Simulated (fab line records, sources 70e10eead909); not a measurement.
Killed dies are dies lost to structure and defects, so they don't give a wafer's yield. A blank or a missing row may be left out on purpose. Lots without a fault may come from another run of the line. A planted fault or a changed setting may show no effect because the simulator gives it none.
Which tool did it? | flow nand_harc | 24 lots, 72 wafers sampled, at 5 steps of a route of 1159

WHAT THE GAUGES READ, wafer by wafer
NHARC_A_CONTACT_INSPECT_10. Usual: raw_defect_count 32, standard deviation 14.
lot  | measured     | on                | raw_defect_count | flag
L074 | day 16 19:31 | defect_inspect-01 | 15 19 19         |
L075 | day 17 05:59 | defect_inspect-01 | 28 22 21         |
L076 | day 17 06:27 | defect_inspect-01 | 22 22 21         |
L078 | day 17 11:15 | defect_inspect-01 | 25 16 28         |
L077 | day 17 14:01 | defect_inspect-01 | 23 23 10         |
L079 | day 18 11:09 | defect_inspect-01 | 39 32 30         |
L080 | day 18 19:46 | defect_inspect-02 | 36 47 29         |
L081 | day 19 00:43 | defect_inspect-02 | 9 11 11          |
L082 | day 19 04:05 | defect_inspect-01 | 54 55 40         |
L083 | day 19 05:13 | defect_inspect-02 | 15 16 12         |
L085 | day 19 17:01 | defect_inspect-01 | 33 25 35         |
L086 | day 19 21:56 | defect_inspect-02 | 23 24 33         |
L087 | day 19 23:34 | defect_inspect-02 | 62 54 33         |
L089 | day 20 04:41 | defect_inspect-01 | 46 47 48         |
L084 | day 20 05:08 | defect_inspect-02 | 28 33 32         |
L088 | day 20 15:50 | defect_inspect-01 | 12 14 13         |
L090 | day 20 19:55 | defect_inspect-02 | 38 31 28         |
L091 | day 21 07:16 | defect_inspect-02 | 34 32 41         |
L093 | day 21 10:02 | defect_inspect-02 | 36 35 37         |
L094 | day 21 15:16 | defect_inspect-02 | 37 34 33         |
L092 | day 21 20:31 | defect_inspect-01 | 64 58 60         |
L097 | day 22 15:27 | defect_inspect-02 | 37 50 55         |
L095 | day 22 19:20 | defect_inspect-01 | 16 27 26         |
L096 | day 22 20:17 | defect_inspect-01 | 44 42 45         |

NHARC_A_BLC_INSPECT_12. Usual: raw_defect_count 33, standard deviation 14.
lot  | measured     | on                | raw_defect_count | flag
L074 | day 17 02:33 | defect_inspect-01 | 17 18 25         |
L075 | day 17 14:11 | defect_inspect-01 | 30 23 23         |
L076 | day 17 14:35 | defect_inspect-02 | 19 27 21         |
L078 | day 17 16:43 | defect_inspect-02 | 28 18 27         |
L077 | day 17 19:36 | defect_inspect-02 | 23 22 12         |
L079 | day 18 17:06 | defect_inspect-02 | 39 35 34         |
L080 | day 19 04:16 | defect_inspect-02 | 34 43 29         |
L081 | day 19 06:16 | defect_inspect-02 | 14 13 11         |
L082 | day 19 12:17 | defect_inspect-02 | 51 56 48         |
L083 | day 19 12:46 | defect_inspect-01 | 17 18 12         |
L085 | day 20 00:29 | defect_inspect-02 | 31 27 34         |
L086 | day 20 04:58 | defect_inspect-02 | 28 25 38         |
L087 | day 20 05:32 | defect_inspect-02 | 63 47 33         |
L089 | day 20 14:29 | defect_inspect-01 | 50 51 48         |
L084 | day 20 15:11 | defect_inspect-02 | 32 32 38         |
L088 | day 20 23:55 | defect_inspect-01 | 14 16 12         |
L090 | day 21 02:08 | defect_inspect-02 | 39 32 28         |
L091 | day 21 12:44 | defect_inspect-02 | 36 36 39         |
L093 | day 21 23:19 | defect_inspect-01 | 36 40 36         |
L094 | day 22 00:53 | defect_inspect-01 | 42 33 29         |
L092 | day 22 06:04 | defect_inspect-01 | 65 61 62         |
L097 | day 22 22:38 | defect_inspect-01 | 35 52 55         |
L095 | day 23 01:31 | defect_inspect-01 | 19 29 26         |
L096 | day 23 02:21 | defect_inspect-02 | 40 42 48         |

WHICH TOOL RAN EACH LOT (tool, then ch and the chambers of the sampled wafers, then the start)
lot  | NHARC_A_CONTACT_ETCH_120             | NHARC_A_CONTACT_ETCH_131             | NHARC_A_CONTACT_ETCH_92
L074 | har_cap_etch-02 ch 0, day 16 06:08   | har_cap_etch-02 ch 0,1, day 16 15:07 | rie_diel-02 ch 0,2,3, day 16 21:55
L075 | har_cap_etch-01 ch 0,1, day 16 17:14 | har_cap_etch-01 ch 0,1, day 17 01:28 | rie_diel-11 ch 0,1, day 17 08:08
L076 | har_cap_etch-02 ch 1, day 16 18:03   | har_cap_etch-02 ch 0,1, day 17 02:04 | rie_diel-11 ch 0,1,3, day 17 08:53
L078 | har_cap_etch-02 ch 0,1, day 17 00:11 | har_cap_etch-03 ch 0,1, day 17 07:16 | rie_diel-02 ch 1,2,3, day 17 13:27
L077 | har_cap_etch-03 ch 0,1, day 17 00:40 | har_cap_etch-01 ch 1, day 17 08:14   | rie_diel-02 ch 0,2,3, day 17 16:11
L079 | har_cap_etch-01 ch 0,1, day 17 19:19 | har_cap_etch-02 ch 0,1, day 18 04:19 | rie_diel-02 ch 0,1,3, day 18 13:26
L080 | har_cap_etch-03 ch 0,1, day 18 04:29 | har_cap_etch-01 ch 0,1, day 18 15:06 | rie_diel-11 ch 1,2, day 18 21:56
L081 | har_cap_etch-01 ch 0,1, day 18 12:14 | har_cap_etch-03 ch 0,1, day 18 19:13 | rie_diel-12 ch 0,1,2, day 19 03:01
L082 | har_cap_etch-03 ch 0,1, day 18 14:18 | har_cap_etch-01 ch 0,1, day 18 21:53 | rie_diel-02 ch 1,3, day 19 06:16
L083 | har_cap_etch-02 ch 0,1, day 18 16:59 | har_cap_etch-03 ch 0,1, day 19 00:08 | rie_diel-02 ch 0,1,2, day 19 07:28
L085 | har_cap_etch-01 ch 0,1, day 19 05:53 | har_cap_etch-02 ch 0,1, day 19 12:49 | rie_diel-12 ch 0,2, day 19 19:23
L086 | har_cap_etch-03 ch 1, day 19 10:02   | har_cap_etch-02 ch 0,1, day 19 17:47 | rie_diel-11 ch 0,2, day 20 01:37
L087 | har_cap_etch-01 ch 0,1, day 19 11:30 | har_cap_etch-03 ch 0, day 19 19:05   | rie_diel-11 ch 0,1,3, day 20 01:52
L089 | har_cap_etch-03 ch 0,1, day 19 17:19 | har_cap_etch-02 ch 0,1, day 20 00:16 | rie_diel-02 ch 0,2,3, day 20 07:05
L084 | har_cap_etch-01 ch 0,1, day 19 17:37 | har_cap_etch-01 ch 0,1, day 20 00:51 | rie_diel-02 ch 0,2,3, day 20 07:49
L088 | har_cap_etch-03 ch 0,1, day 20 02:31 | har_cap_etch-01 ch 0,1, day 20 10:40 | rie_diel-11 ch 1,3, day 20 17:59
L090 | har_cap_etch-02 ch 0,1, day 20 07:09 | har_cap_etch-03 ch 0,1, day 20 14:07 | rie_diel-11 ch 1,2,3, day 20 22:25
L091 | har_cap_etch-01 ch 0,1, day 20 19:24 | har_cap_etch-03 ch 0,1, day 21 02:24 | rie_diel-02 ch 1,2,3, day 21 09:29
L093 | har_cap_etch-03 ch 1, day 20 21:05   | har_cap_etch-02 ch 0,1, day 21 05:27 | rie_diel-02 ch 1,2, day 21 12:11
L094 | har_cap_etch-01 ch 0, day 21 00:20   | har_cap_etch-02 ch 0,1, day 21 10:07 | rie_diel-11 ch 0,1,3, day 21 17:25
L092 | har_cap_etch-01 ch 0,1, day 21 07:59 | har_cap_etch-03 ch 0,1, day 21 16:26 | rie_diel-02 ch 1,3, day 21 22:39
L097 | har_cap_etch-03 ch 1, day 22 03:16   | har_cap_etch-03 ch 0,1, day 22 10:26 | rie_diel-12 ch 1,2,3, day 22 18:02
L095 | har_cap_etch-02 ch 0,1, day 22 05:29 | har_cap_etch-03 ch 0,1, day 22 13:28 | rie_diel-11 ch 0,1,2, day 22 22:04
L096 | har_cap_etch-01 ch 0,1, day 22 07:34 | har_cap_etch-02 ch 0,1, day 22 15:52 | rie_diel-12 ch 1,2,3, day 22 22:31
- NHARC_A_CONTACT_ETCH_120: etches the open film in C4F8/O2/Ar, time 94 s, target depth 922 nm.
- NHARC_A_CONTACT_ETCH_131: etches the open film in C4F8/O2/Ar, time 155 s, target depth 956 nm.
- NHARC_A_CONTACT_ETCH_92: etches the open film in CH3F/O2, target depth 40 nm, time 85.7 s.

WHAT THE TOOLS THEMSELVES READ (means of the sampled wafers that have a number; where no wafer has one, the mark that the record gives instead)
NHARC_A_CONTACT_ETCH_92. Usual: drypump_motor_current_A 5.6 A, standard deviation 0.54; mfc_ar_sccm 200.0 sccm, standard deviation 0.57; oes_product_au 0.925 a.u., standard deviation 0.0072; rf_vpp_V 244.7 V, standard deviation 1.9; showerhead_plenum_p_Torr 2.48 Torr, standard deviation 0.12; throttle_valve_pct 20.664 %, standard deviation 0.0095.
lot  | tool        | drypump_motor_current_A (A) | mfc_ar_sccm (sccm) | oes_product_au (a.u.) | rf_vpp_V (V) | showerhead_plenum_p_Torr (Torr) | throttle_valve_pct (%) | flag
L074 | rie_diel-02 | 5.9                         | 200.1              | 0.928                 | 245.3        | 2.48                            | 20.666                 |
L075 | rie_diel-11 | 6.0                         | 199.8              | 0.932                 | 243.5        | 2.43                            | 20.656                 |
L076 | rie_diel-11 | 5.8                         | 200.3              | 0.930                 | 245.3        | 2.53                            | 20.659                 |
L078 | rie_diel-02 | 5.4                         | 199.9              | 0.921                 | 243.9        | 2.45                            | 20.662                 |
L077 | rie_diel-02 | 5.9                         | 199.9              | 0.924                 | 244.9        | 2.48                            | 20.658                 |
L079 | rie_diel-02 | 5.7                         | 199.7              | 0.919                 | 245.3        | 2.55                            | 20.656                 |
L080 | rie_diel-11 | 5.3                         | 199.6              | 0.930                 | 243.9        | 2.48                            | 20.673                 |
L081 | rie_diel-12 | 5.5                         | 200.5              | 0.924                 | 244.1        | 2.40                            | 20.667                 |
L082 | rie_diel-02 | 5.5                         | 200.0              | 0.925                 | 245.8        | 2.53                            | 20.655                 |
L083 | rie_diel-02 | 5.6                         | 199.6              | 0.922                 | 244.0        | 2.46                            | 20.657                 |
L085 | rie_diel-12 | 5.8                         | 200.2              | 0.935                 | 244.7        | 2.43                            | 20.667                 |
L086 | rie_diel-11 | 4.9                         | 199.8              | 0.921                 | 245.6        | 2.58                            | 20.655                 |
L087 | rie_diel-11 | 5.8                         | 200.0              | 0.928                 | 245.1        | 2.52                            | 20.665                 |
L089 | rie_diel-02 | 5.9                         | 200.2              | 0.934                 | 244.4        | 2.48                            | 20.662                 |
L084 | rie_diel-02 | 5.9                         | 199.9              | 0.917                 | 244.6        | 2.48                            | 20.667                 |
L088 | rie_diel-11 | 6.3                         | 200.0              | 0.932                 | 243.8        | 2.40                            | 20.664                 |
L090 | rie_diel-11 | 5.7                         | 200.4              | 0.924                 | 245.3        | 2.48                            | 20.663                 |
L091 | rie_diel-02 | 5.4                         | 199.7              | 0.927                 | 245.0        | 2.45                            | 20.671                 |
L093 | rie_diel-02 | 5.1                         | 200.1              | 0.913                 | 244.0        | 2.43                            | 20.660                 |
L094 | rie_diel-11 | 5.8                         | 199.9              | 0.929                 | 245.9        | 2.51                            | 20.662                 |
L092 | rie_diel-02 | 5.5                         | 198.9              | 0.921                 | 245.6        | 2.53                            | 20.657                 |
L097 | rie_diel-12 | 5.6                         | 199.5              | 0.923                 | 244.2        | 2.41                            | 20.662                 |
L095 | rie_diel-11 | 5.4                         | 199.4              | 0.920                 | 244.4        | 2.49                            | 20.662                 |
L096 | rie_diel-12 | 5.6                         | 199.9              | 0.930                 | 243.0        | 2.41                            | 20.667                 |

THE ANSWER, worked out from the rows above alone
Rule: a lot is off if the mean of its wafers that have a number lies more than 3 standard deviations from the usual mean. A lot without any number at a reading at which 4 lots or more have one is off too. The other lots that the step has rows for count as sound. The gauges are gone through in route order, then the tools' own readings, and for those a lot's mean is taken as printed above. The first step at which some lot is off is used, and at that step the reading that is off furthest; a lot without a number counts as furthest.
No lot is off at any reading shown: from this, nothing can be told.

WHAT THE SIMULATOR HAD PUT IN
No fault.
